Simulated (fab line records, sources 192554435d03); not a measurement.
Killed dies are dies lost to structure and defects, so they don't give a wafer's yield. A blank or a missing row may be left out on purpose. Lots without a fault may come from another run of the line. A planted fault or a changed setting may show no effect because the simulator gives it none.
Split-lot experiment | flow n5_finfet | 7 lots, 39 wafers read, on a route of 1938 steps

THE SPLIT
At N5_BEOL_M11_VIA_ETCH_34 (etches SiCOH lowk in C4F6/O2, target depth 184.5 nm, time 69.2 s), the setting target_depth_a was moved away from the recipe's 1845 angstrom on 15 of the 39 wafers read, by -39.9% to +37.2%. The other wafers ran this setting at the recipe's value.

The reading is taken at the split's own step.

THE READING
SOC_of_BEOL_M11_COAT_63.thk_nm (the simulator's own value, which no gauge read), in nm, at N5_BEOL_M11_VIA_ETCH_34 (etches SiCOH lowk in C4F6/O2, target depth 184.5 nm, time 69.2 s). The file gives no usual value for it. The 24 wafers here that ran the recipe average 92.0 nm, standard deviation 0.31 nm.

wafer  | tool, chamber at the split | target_depth_a as run, angstrom | against the recipe | SOC_of_BEOL_M11_COAT_63.thk_nm, nm | against lot-mates on the recipe
L076.1 | rie_diel-01, 2             | 1845                            | recipe             | 92                                 | -
L076.2 | rie_diel-01, 3             | 1845                            | recipe             | 91.8                               | -
L076.3 | rie_diel-01, 1             | 1845                            | recipe             | 91.6                               | -
L076.4 | rie_diel-01, 0             | 1160                            | -37.1%             | 94.8                               | +3.0
L076.5 | rie_diel-01, 0             | 1160                            | -37.1%             | 94.8                               | +3.0
L076.6 | rie_diel-01, 3             | 1160                            | -37.1%             | 94.6                               | +2.8
L078.1 | rie_diel-04, 2             | 1845                            | recipe             | 91.8                               | -
L078.2 | rie_diel-04, 0             | 2531                            | +37.2%             | 88.2                               | -3.6
L078.3 | rie_diel-04, 1             | 2531                            | +37.2%             | 89                                 | -2.8
L078.4 | rie_diel-04, 3             | 1845                            | recipe             | 91.8                               | -
L078.5 | rie_diel-04, 3             | 2531                            | +37.2%             | 88.6                               | -3.2
L078.6 | rie_diel-04, 0             | 1845                            | recipe             | 91.8                               | -
L083.1 | rie_diel-04, 2             | 1845                            | recipe             | 92.2                               | -
L083.2 | rie_diel-04, 1             | 1845                            | recipe             | 92.2                               | -
L083.3 | rie_diel-04, 0             | 1845                            | recipe             | 91.6                               | -
L083.4 | rie_diel-04, 3             | 1845                            | recipe             | 92                                 | -
L083.5 | rie_diel-04, 1             | 1845                            | recipe             | 92.2                               | -
L083.6 | rie_diel-04, 0             | 1845                            | recipe             | 91.6                               | -
L087.1 | rie_diel-01, 3             | 1845                            | recipe             | 92                                 | -
L087.4 | rie_diel-01, 1             | 1845                            | recipe             | 91.8                               | -
L087.6 | rie_diel-01, 3             | 1845                            | recipe             | 92.2                               | -
L093.1 | rie_diel-04, 2             | 1845                            | recipe             | 91.8                               | -
L093.2 | rie_diel-04, 1             | 1108                            | -39.9%             | 95.2                               | +3.3
L093.3 | rie_diel-04, 0             | 1845                            | recipe             | 92                                 | -
L093.4 | rie_diel-04, 3             | 1845                            | recipe             | 92                                 | -
L093.5 | rie_diel-04, 0             | 1108                            | -39.9%             | 95.4                               | +3.5
L093.6 | rie_diel-04, 1             | 1108                            | -39.9%             | 95.2                               | +3.3
L095.1 | rie_diel-04, 2             | 2521                            | +36.6%             | 88.8                               | -2.8
L095.2 | rie_diel-04, 3             | 2521                            | +36.6%             | 88.8                               | -2.8
L095.3 | rie_diel-04, 0             | 1845                            | recipe             | 91.6                               | -
L095.4 | rie_diel-04, 1             | 2521                            | +36.6%             | 88.8                               | -2.8
L095.5 | rie_diel-04, 3             | 1845                            | recipe             | 91.6                               | -
L095.6 | rie_diel-04, 2             | 1845                            | recipe             | 91.6                               | -
L097.1 | rie_diel-01, 1             | 2287                            | +24.0%             | 91                                 | -1.5
L097.2 | rie_diel-01, 3             | 2287                            | +24.0%             | 90.8                               | -1.7
L097.3 | rie_diel-01, 0             | 1845                            | recipe             | 92.6                               | -
L097.4 | rie_diel-01, 2             | 1845                            | recipe             | 92.2                               | -
L097.5 | rie_diel-01, 1             | 2287                            | +24.0%             | 90.8                               | -1.7
L097.6 | rie_diel-01, 0             | 1845                            | recipe             | 92.8                               | -

THE FIT
A straight line over all 39 wafers: SOC_of_BEOL_M11_COAT_63.thk_nm changes by -0.08 nm for each +1% of target_depth_a; r = -0.98; the points scatter about the line by 0.39 nm.
The same after taking each lot's own level away (the mean of its wafers on the recipe; 39 wafers): -0.0803 nm for each +1%; r = -0.99; scatter 0.21 nm.
On that fit, the largest move of target_depth_a shifts the reading by 3.2 nm.
The lots' own levels span 91.60 to 92.53 nm, that is 3.0 times the standard deviation above.
So the lot-to-lot level changes the slope little: the two slopes agree.
Check: with one of the wafers moved furthest among these (-39.9%) left out of the fit, the line predicts +3.22 nm for it against its lot-mates. It came out at +3.27 nm against them.

OTHER SPLITS ON THESE WAFERS
These wafers also went through other splits before the reading. Each is held against what the fit with the lots' levels taken away leaves over:
other split on the same wafers       | wafers away from the commonest value | r with SOC_of_BEOL_M11_COAT_63.thk_nm (lot level and that fit taken away)
N5_ZERO_LAYER_ETCH_18 target_depth_a | 15                                   | -0.07
N5_GATE_CUT_ALD_22 ald_cycles        | 18                                   | -0.33
N5_BEOL_M1_HM_DEP_02 target_thk_a    | 12                                   | +0.29
N5_BEOL_M2_ILD_DEP_00 time_s         | 12                                   | -0.13
N5_BEOL_M6_HM_DEP_02 target_thk_a    | 9                                    | -0.13

THE WHOLE CHAIN: every reading that the file lists as answering this split, in the file's order
step                    | what it does                                                     | reading                                                                         | change (the file's fit)                | r (the file's)
N5_BEOL_M11_VIA_ETCH_34 | etches SiCOH lowk in C4F6/O2, target depth 184.5 nm, time 69.2 s | etch.depth_nm (the simulator's own value, which no gauge read)                  | +1.81 nm for each +1% of the setting   | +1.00
N5_BEOL_M11_VIA_ETCH_34 | etches SiCOH lowk in C4F6/O2, target depth 184.5 nm, time 69.2 s | SOC_of_BEOL_M11_COAT_63.thk_nm (the simulator's own value, which no gauge read) | -0.0803 nm for each +1% of the setting | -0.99

THE FILE'S OWN FIT
SOC_of_BEOL_M11_COAT_63.thk_nm changes by -0.0803 nm for each +1% of target_depth_a, r = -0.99.
